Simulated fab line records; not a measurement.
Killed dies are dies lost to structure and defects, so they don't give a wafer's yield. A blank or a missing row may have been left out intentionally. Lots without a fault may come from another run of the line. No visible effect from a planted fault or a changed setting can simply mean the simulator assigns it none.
Comparing a struck lot with a sound one ; flow nand-harc ; 13 steps out of a route of 1302
Sound: these wafers, L171.1, L171.4, L171.5. Wafers struck: L173.2, L173.4, L173.6. The cause comes at the end.
For every step that has rows: the tool of each side, followed by ch and its chambers, followed by its first start. Under that, the readings that differ: sound wafers ; struck wafers ; difference of the means ; sigmas: that difference in standard deviations of wafers without a fault.
alike: readings with means less than 2 such deviations apart, plus words and numbers identical on both sides. not compared: withheld readings, readings lacking a value on some wafer, bounds such as >300 that could conceal the same value, and numbers that have no deviation in the record and whose values overlap.
Wherever a step has rows on one side only, a row that says differs or no value, or a row with sigmas, the two part there. When numbers do not overlap yet have no deviation, they are printed without sigmas and do not part them. A reading that every wafer of one side lacks parts them only if that side has two wafers or more.

NHARC_A_CONTACT_CVD_19: deposits W, target thk 300 nm, time 802 s.
  sound on cvd-w-02 ch 0; struck on cvd-w-01 ch 0,1
  alike: heater-power-outer-w, heater-power-w, throttle-valve-pct
NHARC_A_CONTACT_CMP_20: polishes, t overpolish 30 s, target thk 300 nm.
  sound on cmp-01 ch 0,1, day 24 00:20; struck on cmp-04 ch 0,3, day 26 09:22
  alike: motor-current-A, overpolish-run-s, time-to-endpoint-s
then, 1 step without rows for these wafers: NHARC_A_CONTACT_SRD_22.
NHARC_A_CONTACT_INSPECT_23:
  struck on defect-inspect-02, day 26 09:45; sound on defect-inspect-01, day 24 00:45
  alike: raw-defect-count
then, 7 steps without rows for these wafers: NHARC_A_BLC_DEHYDRATE_00 (time 120 s); NHARC_A_BLC_HMDS_01 (time 30 s); NHARC_A_BLC_COAT_02 (time 75 s); NHARC_A_BLC_COAT_03 (time 65 s); NHARC_A_BLC_COAT_04 (resist thk 90 nm); NHARC_A_BLC_SOFTBAKE_05 (time 55 s); NHARC_A_BLC_EBR_06.
NHARC_A_BLC_EXPOSE_07: exposes mask A BLC, target cd 100 nm.
  struck on arfi-scanner-03, day 26 09:59; sound on arfi-scanner-01 ch 0, day 24 01:00
  no value came back on the struck wafers for exposure-dose-mJ-cm2, focus-offset-nm (nm), stage-vel-mm-s (mm/s); on the sound wafers exposure-dose-mJ-cm2 reads 68.06 67.97 67.99
  alike: mask
then, 1 step without rows for these wafers: NHARC_A_BLC_PEB_08 (peb time 65 s).

== WHERE THEY PART ==
Only at NHARC_A_BLC_EXPOSE_07, within this record.

WHY: what the simulator had put in
Skipped step whole: arfi-scanner-03, from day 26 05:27 on, at NHARC_A_BLC_EXPOSE_07. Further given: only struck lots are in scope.
